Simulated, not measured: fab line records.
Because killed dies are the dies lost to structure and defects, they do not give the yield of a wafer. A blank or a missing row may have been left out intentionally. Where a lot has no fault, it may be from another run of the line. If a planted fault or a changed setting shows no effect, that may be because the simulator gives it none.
Matching of chambers | flow nand harc | ald metal-01 running NHARC_A_WL_FILL_ALD_02: 4 sister chambers
The step deposits TiN, target thk 2 nm, pulse time 3 s, ald cycles 100. 8 wafers are shown with their chamber, then 10 later ones without.

## WAFERS, EACH WITH ITS CHAMBER
wafer  | chamber | heater power w (W) | precursor pulse height rel
L076.1 | 2       | 1148               | 0.986
L084.3 | 0       | 1030               | 1.010
L085.1 | 2       | 1107               | 0.966
L088.4 | 0       | 993                | 1.006
L089.2 | 3       | 1057               | 0.976
L089.6 | 1       | 1144               | 1.036
L090.3 | 3       | 1109               | 1.006
L090.5 | 1       | 1159               | 0.995

## WAFERS WITH NO CHAMBER GIVEN
wafer  | heater power w (W) | precursor pulse height rel
L090.6 | 1017               | 0.972
L093.1 | 996                | 0.991
L093.4 | 1114               | 1.003
L093.5 | 1146               | 1.037
L094.1 | 1039               | 0.978
L094.3 | 1109               | 1.007
L094.5 | 1144               | 0.997
L097.2 | 1153               | 1.031
L097.3 | 1145               | 0.981
L097.6 | 1117               | 0.989

## WHICH CHAMBER EACH WENT THROUGH
wafer  | from the rows above          | in truth
L090.6 | can't be placed: 0 or 3      | 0
L093.1 | 0                            | 0
L093.4 | can't be placed: 3 or 2 or 1 | 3
L093.5 | 1                            | 1
L094.1 | can't be placed: 3 or 0 or 2 | 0
L094.3 | can't be placed: 3 or 1 or 2 | 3
L094.5 | can't be placed: 1 or 2 or 3 | 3
L097.2 | 1                            | 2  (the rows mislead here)
L097.3 | can't be placed: 2 or 1 or 3 | 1
L097.6 | can't be placed: 2 or 3 or 1 | 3
Placed correctly: 2 of 10. From these rows, 7 cannot be placed; in 7 the true chamber is one of the candidates. Wrongly placed: 1.
How it was worked out, from the rows above alone: a wafer's distance from a chamber is the root of the sum, over the readings, of the square of ((its reading less the chamber's mean) divided by the reading's scatter). The wafer belongs to the nearest chamber; if the next one is less than 2 further off, it can't be placed. For every chamber, the mean is computed from those of its wafers that are shown. The scatter: take each reading less its chamber's mean, square it, sum over the shown wafers, divide by the number of wafers less the number of chambers, and take the root.
